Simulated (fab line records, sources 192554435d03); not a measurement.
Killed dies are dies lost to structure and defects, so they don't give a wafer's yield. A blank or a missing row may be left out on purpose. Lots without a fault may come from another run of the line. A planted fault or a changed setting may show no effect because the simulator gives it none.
Which tool did it? | flow n5_finfet | 12 lots, 36 wafers sampled, at 5 steps of a route of 1938

WHAT THE GAUGES READ, wafer by wafer
N5_WELL_APT_CD_MEAS_25: target cd 200 nm. Usual: cd_nm 199.7 nm, standard deviation 1.7.
lot  | measured    | on        | cd_nm (nm)        | flag
L326 | day 1 21:05 | cd_sem-01 | 199.8 199.3 198.8 |
L328 | day 2 09:02 | cd_sem-03 | 201.1 201.3 199.8 |
L329 | day 2 15:38 | cd_sem-01 | 198.6 200.7 200.0 |
L331 | day 3 02:52 | cd_sem-02 | 199.5 200.0 201.9 |
L333 | day 3 15:08 | cd_sem-03 | 202.4 202.2 201.4 |
L335 | day 4 03:04 | cd_sem-02 | 210.2 212.1 211.8 | OFF
L336 | day 4 08:48 | cd_sem-03 | 209.3 210.5 208.6 | OFF
L337 | day 4 15:09 | cd_sem-03 | 207.5 204.8 207.2 | OFF
L338 | day 4 21:22 | cd_sem-01 | 205.8 206.6 207.5 | OFF
L340 | day 5 09:21 | cd_sem-02 | 199.7 200.8 200.4 |
L344 | day 6 09:37 | cd_sem-02 | 199.9 201.4 201.1 |
L346 | day 6 21:03 | cd_sem-03 | 195.5 196.1 196.0 |

N5_PMOS_HMC_CHANNEL_EPI_INSPECT_11: inspects for defects (macro). Usual: raw_defect_count 2.0, standard deviation 1.4.
lot  | measured    | on                | raw_defect_count | flag
L326 | day 1 23:12 | defect_inspect-01 | 1 4 1            |
L328 | day 2 11:37 | defect_inspect-02 | 7 4 0            |
L329 | day 2 18:11 | defect_inspect-01 | 3 2 0            |
L331 | day 3 05:07 | defect_inspect-01 | 1 2 3            |
L333 | day 3 17:34 | defect_inspect-01 | 3 5 1            |
L335 | day 4 05:16 | defect_inspect-02 | 0 0 2            |
L336 | day 4 11:29 | defect_inspect-01 | 4 3 2            |
L337 | day 4 17:17 | defect_inspect-01 | 2 5 1            |
L338 | day 4 23:36 | defect_inspect-02 | 1 1 0            |
L340 | day 5 11:51 | defect_inspect-02 | 2 1 1            |
L344 | day 6 11:56 | defect_inspect-01 | 1 1 0            |
L346 | day 6 23:51 | defect_inspect-02 | 3 0 4            |

WHICH TOOL RAN EACH LOT (tool, then ch and the chambers of the sampled wafers, then the start)
lot  | N5_ZERO_LAYER_ETCH_18           | N5_WELL_APT_DESCUM_13             | N5_WELL_APT_EXPOSE_22
L326 | rie_si-05 ch 1,3, day 1 18:56   | rie_diel-05 ch 0,2, day 1 19:55   | krf_scanner-01 ch 0, day 1 20:55
L328 | rie_si-04 ch 0,1,3, day 2 07:07 | rie_diel-02 ch 0,1, day 2 08:00   | krf_scanner-01 ch 0, day 2 08:52
L329 | rie_si-06 ch 0,1,3, day 2 12:55 | rie_diel-02 ch 0,2,3, day 2 14:34 | krf_scanner-01 ch 0, day 2 15:28
L331 | rie_si-04 ch 1,2, day 3 00:56   | rie_diel-03 ch 2,3, day 3 01:50   | krf_scanner-01 ch 0, day 3 02:43
L333 | rie_si-06 ch 1,2,3, day 3 12:48 | rie_diel-03 ch 0,2,3, day 3 14:06 | krf_scanner-01 ch 0, day 3 14:58
L335 | rie_si-06 ch 0,2,3, day 4 00:53 | rie_diel-02 ch 0,1,3, day 4 01:53 | krf_scanner-01 ch 0, day 4 02:53
L336 | rie_si-06 ch 0,2,3, day 4 06:47 | rie_diel-02 ch 0,1,3, day 4 07:46 | krf_scanner-01 ch 0, day 4 08:38
L337 | rie_si-05 ch 1,2,3, day 4 12:59 | rie_diel-05 ch 0,1,2, day 4 14:07 | krf_scanner-01 ch 0, day 4 14:59
L338 | rie_si-05 ch 1,2,3, day 4 18:58 | rie_diel-05 ch 0,1,3, day 4 20:18 | krf_scanner-01 ch 0, day 4 21:11
L340 | rie_si-05 ch 1,2,3, day 5 06:55 | rie_diel-05 ch 1,2,3, day 5 08:12 | krf_scanner-02 ch 0, day 5 09:11
L344 | rie_si-04 ch 1,2, day 6 07:22   | rie_diel-03 ch 1,2,3, day 6 08:13 | krf_scanner-02 ch 0, day 6 09:27
L346 | rie_si-04 ch 0,1,2, day 6 18:55 | rie_diel-03 ch 1,2,3, day 6 19:53 | krf_scanner-02 ch 0, day 6 20:53
- N5_ZERO_LAYER_ETCH_18: etches Si in HBr/Cl2, target depth 120 nm, time 40 s.
- N5_WELL_APT_DESCUM_13: chemistry O2, time 7.9 s.
- N5_WELL_APT_EXPOSE_22: exposes mask PWELL, defocus 0 nm, target cd 200 nm.

WHAT THE TOOLS THEMSELVES READ (means of the sampled wafers that have a number; where no wafer has one, the mark that the record gives instead)
N5_ZERO_LAYER_ETCH_18. Usual: drypump_motor_current_A 5.9 A, standard deviation 0.45; oes_product_au 1.008 a.u., standard deviation 0.017; throttle_valve_pct 36.3 %, standard deviation 0.33.
lot  | tool      | drypump_motor_current_A (A) | oes_product_au (a.u.) | throttle_valve_pct (%) | flag
L326 | rie_si-05 | 6.0                         | 1.016                 | 36.6                   |
L328 | rie_si-04 | 5.7                         | 1.005                 | 36.1                   |
L329 | rie_si-06 | 5.4                         | 1.000                 | 36.2                   |
L331 | rie_si-04 | 6.0                         | 1.014                 | 36.3                   |
L333 | rie_si-06 | 5.7                         | 1.004                 | 36.1                   |
L335 | rie_si-06 | 5.6                         | 1.010                 | 36.3                   |
L336 | rie_si-06 | 5.6                         | 1.011                 | 36.3                   |
L337 | rie_si-05 | 6.3                         | 1.004                 | 36.6                   |
L338 | rie_si-05 | 6.3                         | 1.001                 | 36.5                   |
L340 | rie_si-05 | 6.3                         | 1.000                 | 36.5                   |
L344 | rie_si-04 | 6.2                         | 1.025                 | 36.5                   |
L346 | rie_si-04 | 6.0                         | 1.013                 | 36.2                   |

N5_WELL_APT_DESCUM_13. Usual: drypump_motor_current_A 5.9 A, standard deviation 0.51; o2_flow_sccm 225.1 sccm, standard deviation 0.64; oes_product_au 0.79 a.u., standard deviation 0.084; rf_vpp_V 243.9 V, standard deviation 1.5; showerhead_plenum_p_Torr 2.14 Torr, standard deviation 0.074; throttle_valve_pct 20.42 %, standard deviation 0.19.
lot  | tool        | drypump_motor_current_A (A) | o2_flow_sccm (sccm) | oes_product_au (a.u.) | rf_vpp_V (V) | showerhead_plenum_p_Torr (Torr) | throttle_valve_pct (%) | flag
L326 | rie_diel-05 | 5.8                         | 225.5               | 0.79                  | 245.6        | 2.20                            | 20.34                  |
L328 | rie_diel-02 | 5.4                         | 225.3               | 0.72                  | 242.5        | 2.10                            | 20.52                  |
L329 | rie_diel-02 | 6.0                         | 224.6               | 0.80                  | 243.5        | 2.12                            | 20.49                  |
L331 | rie_diel-03 | 5.9                         | 224.4               | 0.73                  | 241.9        | 2.02                            | 20.73                  |
L333 | rie_diel-03 | 6.1                         | 224.8               | 0.74                  | 243.2        | 2.08                            | 20.59                  |
L335 | rie_diel-02 | 5.7                         | 224.3               | 0.87                  | 244.0        | 2.15                            | 20.38                  |
L336 | rie_diel-02 | 5.7                         | 224.8               | 0.86                  | 244.0        | 2.15                            | 20.38                  |
L337 | rie_diel-05 | 5.5                         | 225.6               | 0.83                  | 244.4        | 2.15                            | 20.32                  |
L338 | rie_diel-05 | 5.7                         | 224.8               | 0.82                  | 243.7        | 2.15                            | 20.42                  |
L340 | rie_diel-05 | 5.8                         | 225.2               | 0.80                  | 243.2        | 2.13                            | 20.36                  |
L344 | rie_diel-03 | 6.2                         | 225.8               | 0.82                  | 244.9        | 2.17                            | 20.36                  |
L346 | rie_diel-03 | 6.2                         | 225.2               | 0.82                  | 244.0        | 2.17                            | 20.36                  |

N5_WELL_APT_EXPOSE_22. Usual: exposure_dose_mJ_cm2 23.195, standard deviation 0.024; reticle_temp_C 23.02 C, standard deviation 0.11.
lot  | tool           | exposure_dose_mJ_cm2 | reticle_temp_C (C) | flag
L326 | krf_scanner-01 | 23.215               | 23.18              |
L328 | krf_scanner-01 | 23.180               | 22.90              |
L329 | krf_scanner-01 | 23.200               | 23.03              |
L331 | krf_scanner-01 | 23.218               | 23.06              |
L333 | krf_scanner-01 | 23.163               | 23.19              |
L335 | krf_scanner-01 | 24.804               | 23.01              | OFF
L336 | krf_scanner-01 | 24.503               | 22.85              | OFF
L337 | krf_scanner-01 | 24.183               | 23.03              | OFF
L338 | krf_scanner-01 | 24.012               | 23.07              | OFF
L340 | krf_scanner-02 | 23.216               | 23.12              |
L344 | krf_scanner-02 | 23.194               | 22.98              |
L346 | krf_scanner-02 | 23.181               | 22.96              |

THE ANSWER, worked out from the rows above alone
Rule: a lot is off if the mean of its wafers that have a number lies more than 3 standard deviations from the usual mean. A lot without any number at a reading at which 4 lots or more have one is off too. The other lots that the step has rows for count as sound. The gauges are gone through in route order, then the tools' own readings, and for those a lot's mean is taken as printed above. The first step at which some lot is off is used, and at that step the reading that is off furthest; a lot without a number counts as furthest.
Off: L335, L336, L337, L338, at N5_WELL_APT_CD_MEAS_25 (cd_nm).
A tool fits if, at a process step before that reading, it ran every lot that is off, and no sound lot after the first of them. The gauges at N5_WELL_APT_CD_MEAS_25 aren't tried: what is off there is off at N5_WELL_APT_EXPOSE_22 too, on other tools, and a gauge's error can't cause that. One fits: krf_scanner-01 at N5_WELL_APT_EXPOSE_22. Its last sound lot is L333 (day 3 14:58), its first lot that is off L335 (day 4 02:53): a fault that began between those two fits.
The tool's own readings at N5_WELL_APT_EXPOSE_22 bear it out: on the lots that are off they differ by more than 5 times the standard deviation of the sound lots' means. exposure_dose_mJ_cm2 reads 24.375 there against 23.196 on the sound lots.

WHAT THE SIMULATOR HAD PUT IN
Process parameter drift: krf_scanner-01, from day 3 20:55 on, at N5_WELL_APT_EXPOSE_22. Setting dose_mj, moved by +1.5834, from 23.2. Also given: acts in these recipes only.
Lots struck among those shown: L335, L336, L337, L338. The rule above found the same.
